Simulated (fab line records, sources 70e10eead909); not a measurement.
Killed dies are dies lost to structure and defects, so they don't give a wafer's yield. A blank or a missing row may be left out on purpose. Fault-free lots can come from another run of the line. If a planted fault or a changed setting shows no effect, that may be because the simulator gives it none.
Which tool did it? -- flow nand-harc -- Sampling: 13 lots, 39 wafers, 3 of 1302 route steps

## WHAT THE GAUGES SHOWED, per wafer
NHARC_THIN_TSV_CD_MEAS_16. Usual: cd-nm 1001.4 nm, standard deviation 1.6.
lot,measured,on,cd-nm (nm),flag
L266,day 25 12:28,cd-sem-01,1000.0 1001.1 998.8,
L265,day 25 13:37,cd-sem-02,1002.9 1000.0 1001.2,
L267,day 25 14:50,cd-sem-01,1000.5 1000.6 1002.3,
L269,day 25 17:14,cd-sem-02,1001.5 1000.9 1002.7,
L271,day 25 18:25,cd-sem-01,1001.6 1000.8 1001.3,
L270,day 27 00:40,cd-sem-01,1004.6 1002.4 1003.7,
L275,day 27 07:54,cd-sem-01,1001.4 1002.3 998.4,
L272,day 27 19:08,cd-sem-01,1004.5 1003.3 1002.7,
L273,day 27 20:31,cd-sem-02,1001.4 1000.9 1000.7,
L274,day 27 23:40,cd-sem-02,1001.2 1003.1 1001.2,
L276,day 28 22:59,cd-sem-02,1001.1 998.6 999.4,
L280,day 30 06:05,cd-sem-03,1002.9 1003.7 1002.3,
L287,day 32 21:11,cd-sem-01,1008.8 999.7 998.0,

## WHICH TOOL RAN EACH LOT (tool, then ch and the chambers of the sampled wafers, then the start)
lot,NHARC_THIN_TSV_DEP_43,NHARC_THIN_TSV_ETCH_44
L266,"pecvd-01 ch 0,1, day 25 10:50","rie-diel-10 ch 0,1,3, day 25 11:55"
L265,"pecvd-01 ch 0,2, day 25 11:49","rie-diel-11 ch 0,1,3, day 25 12:53"
L267,"pecvd-04 ch 1,2, day 25 13:02","rie-diel-10 ch 1,3, day 25 14:07"
L269,"pecvd-01 ch 0,2, day 25 15:25","rie-diel-07 ch 0,1, day 25 16:23"
L271,"pecvd-01 ch 1,2, day 25 16:41","rie-diel-07 ch 1,3, day 25 17:46"
L270,"pecvd-04 ch 0,1, day 26 23:06","rie-diel-10 ch 0,1, day 27 00:01"
L275,"pecvd-01 ch 0,2, day 27 06:13","rie-diel-11 ch 0,2,3, day 27 07:21"
L272,"pecvd-01 ch 1,2, day 27 17:31","rie-diel-07 ch 0,2, day 27 18:25"
L273,"pecvd-02 ch 0,2, day 27 18:44","rie-diel-11 ch 0,1,3, day 27 19:51"
L274,"pecvd-01 ch 0,1,2, day 27 21:53","rie-diel-10 ch 1,3, day 27 22:58"
L276,"pecvd-01 ch 0,1,2, day 28 21:19","rie-diel-07 ch 0,1,2, day 28 22:16"
L280,"pecvd-01 ch 0,1,2, day 30 04:18","rie-diel-10 ch 0,2,3, day 30 05:29"
L287,"pecvd-01 ch 0,2, day 32 19:22","rie-diel-11 ch 0,2,3, day 32 20:31"
- NHARC_THIN_TSV_DEP_43: deposits SiO2, target thk 1328.5 nm.
- NHARC_THIN_TSV_ETCH_44: etches the open film in CF4/O2, target depth 1594.2 nm, time 797.1 s.

## AS READ BY THE TOOLS THEMSELVES (means over the sampled wafers that have a number; for cases with no such wafer, the mark the record gives instead)
NHARC_THIN_TSV_DEP_43. Usual: throttle-valve-pct 15.8 %, standard deviation 0.41.
lot,tool,throttle-valve-pct (%),flag
L266,pecvd-01,15.4,
L265,pecvd-01,15.8,
L267,pecvd-04,16.1,
L269,pecvd-01,15.8,
L271,pecvd-01,15.5,
L270,pecvd-04,15.5,
L275,pecvd-01,15.9,
L272,pecvd-01,15.5,
L273,pecvd-02,16.1,
L274,pecvd-01,15.8,
L276,pecvd-01,15.8,
L280,pecvd-01,15.6,
L287,pecvd-01,15.9,

NHARC_THIN_TSV_ETCH_44. Usual: drypump-motor-current-A 5.7 A, standard deviation 0.35; oes-product-au 0.994 a.u., standard deviation 0.0087; rf-fwd-power-W 299.7 W, standard deviation 1; rf-vpp-V 795 V, standard deviation 4.5; showerhead-plenum-p-Torr 1.85 Torr, standard deviation 0.072; throttle-valve-pct 16.914 %, standard deviation 0.0087.
lot,tool,drypump-motor-current-A (A),oes-product-au (a.u.),rf-fwd-power-W (W),rf-vpp-V (V),showerhead-plenum-p-Torr (Torr),throttle-valve-pct (%),flag
L266,rie-diel-10,5.3,1.010,300.0,795,1.84,16.917,
L265,rie-diel-11,5.8,0.998,299.9,796,1.87,16.920,
L267,rie-diel-10,5.4,0.999,299.1,799,1.90,16.920,
L269,rie-diel-07,5.9,0.999,299.1,798,1.89,16.916,
L271,rie-diel-07,5.7,0.990,299.9,797,1.88,16.915,
L270,rie-diel-10,5.3,0.989,298.9,791,1.79,16.920,
L275,rie-diel-11,6.0,0.997,300.0,793,1.82,16.916,
L272,rie-diel-07,5.6,0.995,298.8,797,1.87,16.913,
L273,rie-diel-11,5.7,0.996,298.9,796,1.86,16.912,
L274,rie-diel-10,5.4,0.989,299.6,798,1.90,16.913,
L276,rie-diel-07,5.8,0.995,299.5,797,1.88,16.907,
L280,rie-diel-10,5.4,0.993,298.5,798,1.88,16.911,
L287,rie-diel-11,6.0,0.914,259.8,793,1.82,16.914,OFF

## THE ANSWER, worked out from the rows above alone
Rule: take the mean of a lot's wafers that have a number; if it is more than 3 standard deviations from the usual mean, the lot is off. Also off: a lot with no number at a reading for which 4 or more lots have one. Any other lot the step has rows for is counted as sound. After the gauges, taken in route order, come the tools' own readings; for these a lot's mean is taken, as printed above. At the first step where some lot is off, the reading lying furthest off is the one used; lots without a number count as furthest.
Off: L287 (NHARC_THIN_TSV_ETCH_44, rf-fwd-power-W).
A tool fits if, at that step or a process step before it, it ran every lot that is off, and no sound lot after the first of them. Can't be told from this: 2 tools fit, pecvd-01 at NHARC_THIN_TSV_DEP_43, rie-diel-11 at NHARC_THIN_TSV_ETCH_44.

## WHAT THE SIMULATOR HAD INSERTED
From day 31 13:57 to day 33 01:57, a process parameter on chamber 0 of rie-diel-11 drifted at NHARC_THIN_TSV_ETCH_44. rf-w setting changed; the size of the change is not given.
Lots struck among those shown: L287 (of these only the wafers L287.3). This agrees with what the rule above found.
